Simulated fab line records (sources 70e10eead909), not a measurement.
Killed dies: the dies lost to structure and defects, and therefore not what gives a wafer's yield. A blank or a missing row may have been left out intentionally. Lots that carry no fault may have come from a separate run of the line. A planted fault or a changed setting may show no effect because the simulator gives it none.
Which tool did it? :: flow nand harc :: route of 1159 steps, sampled at 1 step: 14 lots, 39 wafers

== WHAT THE GAUGES READ, wafer by wafer ==
NHARC_P_BONDPAD_CD_MEAS_09: the cd target is 500 nm. Usual: cd nm reads 499.5 nm (standard deviation 2).
lot: L618
measured: day 6 15:49
on: cd sem-03
cd nm (nm): 500.2 503.0 502.1
flag: 

lot: L619
measured: day 6 22:35
on: cd sem-01
cd nm (nm): 497.3 498.1 497.5
flag: 

lot: L620
measured: day 7 02:30
on: cd sem-03
cd nm (nm): 501.1 497.7 495.3
flag: 

lot: L621
measured: day 7 08:17
on: cd sem-02
cd nm (nm): 501.3 498.5 500.6
flag: 

lot: L624
measured: day 7 14:07
on: cd sem-03
cd nm (nm): 496.0 498.4 500.5
flag: 

lot: L623
measured: day 7 14:23
on: cd sem-02
cd nm (nm): 496.0 501.3 500.6
flag: 

lot: L625
measured: day 8 02:24
on: cd sem-01
cd nm (nm): 499.2 501.4
flag: 

lot: L626
measured: day 8 04:34
on: cd sem-03
cd nm (nm): 500.4
flag: 

lot: L630
measured: day 9 17:36
on: cd sem-03
cd nm (nm): 498.5 500.0 499.3
flag: 

lot: L633
measured: day 10 11:36
on: cd sem-03
cd nm (nm): 499.2 499.4 499.6
flag: 

lot: L636
measured: day 10 19:41
on: cd sem-03
cd nm (nm): 498.9 499.2 500.0
flag: 

lot: L638
measured: day 11 04:22
on: cd sem-02
cd nm (nm): 497.5 501.8 501.8
flag: 

lot: L639
measured: day 11 22:31
on: cd sem-02
cd nm (nm): 501.6 500.5 499.9
flag: 

lot: L641
measured: day 12 13:25
on: cd sem-02
cd nm (nm): 500.9 497.6 499.8
flag: 

== EACH LOT AND THE TOOL THAT RAN IT (in order: tool; ch and the chambers of the sampled wafers; start) ==
There is no process step in the record ahead of these readings.

== WHAT THE TOOLS THEMSELVES READ (means of the sampled wafers that have a number; where no wafer has one, the mark that the record gives instead) ==
The record holds no such reading with a usual standard deviation.

== THE ANSWER, worked out from the rows above alone ==
Rule: lot off if the mean of its wafers having a number is beyond 3 standard deviations from the usual mean. A lot without any number at a reading at which 4 lots or more have one is off too. All remaining lots with rows at the step are treated as sound. First the gauges in route order, then the tools' own readings, where a lot's mean is used as printed above. The first step at which some lot is off is used, and at that step the reading that is off furthest; a lot without a number counts as furthest.
No lot is off at any reading shown: from this, nothing can be told.

== WHAT HAD BEEN PUT IN BY THE SIMULATOR ==
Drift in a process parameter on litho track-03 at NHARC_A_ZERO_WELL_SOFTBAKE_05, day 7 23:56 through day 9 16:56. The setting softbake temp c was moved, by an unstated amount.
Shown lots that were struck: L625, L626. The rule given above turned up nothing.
